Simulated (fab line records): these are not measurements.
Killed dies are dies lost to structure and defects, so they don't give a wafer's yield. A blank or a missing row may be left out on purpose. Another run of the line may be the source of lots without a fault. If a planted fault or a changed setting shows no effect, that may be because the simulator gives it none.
Chamber matching || flow nand_harc || cmp-04 running NHARC_P_BONDPAD_CMP_32: 4 sister chambers
The step polishes SiCN, target thk 200 nm. 20 wafers are shown with their chamber, then 10 later ones without.

== WAFERS WITH THEIR CHAMBER ==
{"wafer": "L074.1", "chamber": 3, "motor_current_A (A)": 11.9}
{"wafer": "L074.2", "chamber": 1, "motor_current_A (A)": 12.5}
{"wafer": "L074.6", "chamber": 3, "motor_current_A (A)": 12.6}
{"wafer": "L075.1", "chamber": 3, "motor_current_A (A)": 12.5}
{"wafer": "L075.3", "chamber": 1, "motor_current_A (A)": 12.8}
{"wafer": "L075.5", "chamber": 3, "motor_current_A (A)": 12.3}
{"wafer": "L080.1", "chamber": 1, "motor_current_A (A)": 12.7}
{"wafer": "L080.4", "chamber": 0, "motor_current_A (A)": 13.1}
{"wafer": "L080.5", "chamber": 3, "motor_current_A (A)": 12.0}
{"wafer": "L083.3", "chamber": 1, "motor_current_A (A)": 13.0}
{"wafer": "L083.5", "chamber": 3, "motor_current_A (A)": 12.7}
{"wafer": "L083.6", "chamber": 2, "motor_current_A (A)": 11.2}
{"wafer": "L084.2", "chamber": 0, "motor_current_A (A)": 12.3}
{"wafer": "L084.4", "chamber": 1, "motor_current_A (A)": 12.6}
{"wafer": "L084.5", "chamber": 1, "motor_current_A (A)": 12.4}
{"wafer": "L085.3", "chamber": 0, "motor_current_A (A)": 12.8}
{"wafer": "L085.4", "chamber": 3, "motor_current_A (A)": 12.5}
{"wafer": "L085.6", "chamber": 0, "motor_current_A (A)": 12.8}
{"wafer": "L086.2", "chamber": 1, "motor_current_A (A)": 12.9}
{"wafer": "L086.4", "chamber": 3, "motor_current_A (A)": 11.7}

SIGNATURES (means of the wafers above)
{"reading": "motor_current_A", "chamber 0": 12.750, "chamber 1": 12.700, "chamber 2": 11.200, "chamber 3": 12.275, "scatter within a chamber": 0.311}
Rule: a wafer lies at a distance from a chamber equal to the root of the sum of squares, over the readings, of (its reading less the chamber's mean, divided by the reading's scatter). The wafer belongs to the nearest chamber; if the next one is less than 2 further off, it can't be placed. How the scatter is found: for the shown wafers, subtract from each reading the mean of its chamber, square and add these, divide the total by (wafers less chambers), then take the root.

== WAFERS MISSING THEIR CHAMBER ==
{"wafer": "L086.5", "motor_current_A (A)": 12.0}
{"wafer": "L088.2", "motor_current_A (A)": 12.6}
{"wafer": "L088.4", "motor_current_A (A)": 11.9}
{"wafer": "L088.5", "motor_current_A (A)": 11.7}
{"wafer": "L090.2", "motor_current_A (A)": 13.5}
{"wafer": "L090.4", "motor_current_A (A)": 13.2}
{"wafer": "L090.6", "motor_current_A (A)": 12.0}
{"wafer": "L096.1", "motor_current_A (A)": 13.5}
{"wafer": "L096.3", "motor_current_A (A)": 12.4}
{"wafer": "L096.5", "motor_current_A (A)": 12.4}

== WHICH CHAMBER EACH ONE RAN IN ==
{"wafer": "L086.5", "from the rows above": "can't be placed: 3 or 1 or 0 or 2", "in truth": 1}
{"wafer": "L088.2", "from the rows above": "can't be placed: 1 or 0 or 3", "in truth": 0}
{"wafer": "L088.4", "from the rows above": "can't be placed: 3 or 2 or 1 or 0", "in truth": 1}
{"wafer": "L088.5", "from the rows above": "can't be placed: 2 or 3 or 1 or 0", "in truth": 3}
{"wafer": "L090.2", "from the rows above": "can't be placed: 0 or 1 or 3", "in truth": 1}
{"wafer": "L090.4", "from the rows above": "can't be placed: 0 or 1 or 3", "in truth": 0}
{"wafer": "L090.6", "from the rows above": "can't be placed: 3 or 1 or 0 or 2", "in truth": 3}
{"wafer": "L096.1", "from the rows above": "can't be placed: 0 or 1 or 3", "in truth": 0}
{"wafer": "L096.3", "from the rows above": "can't be placed: 3 or 1 or 0", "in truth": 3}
{"wafer": "L096.5", "from the rows above": "can't be placed: 3 or 1 or 0", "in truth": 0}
Placed correctly: 0 of 10. Unplaceable from these rows: 10, with the true chamber sitting among the candidates in 10. Number placed wrongly: 0.
